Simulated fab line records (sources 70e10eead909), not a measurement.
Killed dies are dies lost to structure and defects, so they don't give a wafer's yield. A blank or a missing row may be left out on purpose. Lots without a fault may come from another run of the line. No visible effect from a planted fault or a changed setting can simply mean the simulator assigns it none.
Commonality check across tools ; flow nand_harc ; Sample size 11 lots and 32 wafers

WHY IT WAS OPENED
At NHARC_END_SORT_01 the reading killed_dies is flagged on 2 of 11 lots. No-fault wafers: 33, standard deviation 11.
Rule: a lot is flagged when every wafer of it that has a number lies more than 4 standard deviations from that mean, or none has a number. As for the other lots, they are considered sound.

lot;measured;on;killed_dies, wafer by wafer;flag
L256;day 20 01:05;prober-01;10 12 11;
L257;day 20 09:37;prober-01;37 41 47;
L255;day 20 14:42;prober-02;29 23 32;
L258;day 20 23:05;prober-01;38 32 37;
L259;day 21 09:58;prober-02;18 26 21;
L261;day 21 17:44;prober-02;26 33;
L266;day 22 13:22;prober-02;101 109 101;FLAGGED
L267;day 22 17:25;prober-01;49 52 43;
L270;day 23 15:29;prober-01;129 120 119;FLAGGED
L271;day 24 04:02;prober-01;47 51 48;
L272;day 24 11:01;prober-01;47 54 50;
The numbers of the flagged lots are 113 on average: +80 against the usual, or +7 standard deviations.

TOOL THAT RAN EACH LOT
Before the reading, the record contains 4 process steps out of a 1159-step route. In each cell: the tool, then ch and the chambers that the sampled wafers went through, then the start.
lot;flag;NHARC_A_ONON_D1_DEP_22;NHARC_THIN_TSV_STRIP_45;NHARC_THIN_TSV_DEP_47;NHARC_THIN_TSV_DEGAS_53
L256;;pecvd_onon-04 ch 0, day 8 20:31;plasma_asher-01 ch 0,1, day 19 01:46;pecvd-01 ch 0,1, day 19 02:34;pvd_sputter-01, day 19 05:29
L257;;pecvd_onon-02 ch 0, day 8 20:35;plasma_asher-01 ch 0,1, day 19 17:38;pecvd-01 ch 0,2, day 19 18:24;pvd_sputter-02, day 19 21:43
L255;;pecvd_onon-04 ch 0, day 9 04:17;plasma_asher-01 ch 0,1, day 19 18:56;pecvd-03 ch 1,2, day 19 19:39;pvd_sputter-01, day 19 23:35
L258;;pecvd_onon-02 ch 0, day 9 12:04;plasma_asher-01 ch 0,1, day 20 08:01;pecvd-03 ch 0,1, day 20 08:53;pvd_sputter-02, day 20 11:59
L259;;pecvd_onon-04 ch 0, day 9 12:07;plasma_asher-02 ch 0,1, day 20 19:16;pecvd-01 ch 1,2, day 20 20:04;pvd_sputter-02, day 20 22:59
L261;;pecvd_onon-04 ch 0, day 10 02:52;plasma_asher-02 ch 0,1, day 20 22:45;pecvd-02 ch 0,2, day 20 23:43;pvd_sputter-02, day 21 02:38
L266;FLAGGED;pecvd_onon-04 ch 0, day 11 22:46;plasma_asher-01 ch 0,1, day 22 00:49;pecvd-02 ch 0,1,2, day 22 01:40;pvd_sputter-01, day 22 04:31
L267;;pecvd_onon-02 ch 0, day 11 22:45;plasma_asher-01 ch 0,1, day 21 23:13;pecvd-03 ch 0,1, day 21 23:58;pvd_sputter-01, day 22 03:29
L270;FLAGGED;pecvd_onon-04 ch 0, day 12 14:16;plasma_asher-01 ch 0,1, day 22 20:30;pecvd-01 ch 0,1, day 22 21:16;pvd_sputter-02, day 23 00:08
L271;;pecvd_onon-02 ch 0, day 12 19:00;plasma_asher-01 ch 0,1, day 23 14:28;pecvd-01 ch 0,2, day 23 15:15;pvd_sputter-03, day 23 18:12
L272;;pecvd_onon-03 ch 0, day 13 00:26;plasma_asher-01 ch 0,1, day 23 15:41;pecvd-01 ch 1,2, day 23 16:32;pvd_sputter-02, day 23 19:52
What the steps here do:
- NHARC_A_ONON_D1_DEP_22: target thk 1000 nm.
- NHARC_THIN_TSV_STRIP_45: strips in O2.
- NHARC_THIN_TSV_DEP_47: deposits SiO2, target thk 200 nm.
- NHARC_THIN_TSV_DEGAS_53: time 60 s.
- NHARC_END_SORT_01

FLAGGED OVER TOTAL, TOOL BY TOOL (the gauges that took the reading come last)
step;tool;lots run;flagged;share of the flagged lots;sound lots run after its first flagged lot
NHARC_A_ONON_D1_DEP_22;pecvd_onon-02;4;0;none;-
NHARC_A_ONON_D1_DEP_22;pecvd_onon-03;1;0;none;-
NHARC_A_ONON_D1_DEP_22;pecvd_onon-04;6;2;all;0
NHARC_THIN_TSV_STRIP_45;plasma_asher-01;9;2;all;2 (L271,L272)
NHARC_THIN_TSV_STRIP_45;plasma_asher-02;2;0;none;-
NHARC_THIN_TSV_DEP_47;pecvd-01;6;1;some;2 (L271,L272)
NHARC_THIN_TSV_DEP_47;pecvd-02;2;1;some;0
NHARC_THIN_TSV_DEP_47;pecvd-03;3;0;none;-
NHARC_THIN_TSV_DEGAS_53;pvd_sputter-01;4;1;some;0
NHARC_THIN_TSV_DEGAS_53;pvd_sputter-02;6;1;some;1 (L272)
NHARC_THIN_TSV_DEGAS_53;pvd_sputter-03;1;0;none;-
NHARC_END_SORT_01;prober-01;7;1;some;2 (L271,L272)
NHARC_END_SORT_01;prober-02;4;1;some;0

WHAT THE TABLE ALLOWS
Rows of the table that ran all the flagged lots, 2 in number: pecvd_onon-04 at NHARC_A_ONON_D1_DEP_22; plasma_asher-01 at NHARC_THIN_TSV_STRIP_45.
- pecvd_onon-04 at NHARC_A_ONON_D1_DEP_22: 2 of its 6 lots flagged. Its last sound lot is L261 (day 10 02:52), its first flagged lot L266 (day 11 22:46): a fault that began between those two fits.
- plasma_asher-01 at NHARC_THIN_TSV_STRIP_45: 2 of its 9 lots flagged. After the first flagged lot (L271, L272), sound lots still ran on it; a lasting fault on the whole tool would not permit that.
One tool is left: pecvd_onon-04 at NHARC_A_ONON_D1_DEP_22.

WHAT HAD BEEN PUT IN BY THE SIMULATOR
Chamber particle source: pecvd_onon-04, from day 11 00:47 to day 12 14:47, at NHARC_A_ONON_D1_DEP_22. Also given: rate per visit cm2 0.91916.
Shown lots that were struck: L266, L270. The rule above reached the same finding.
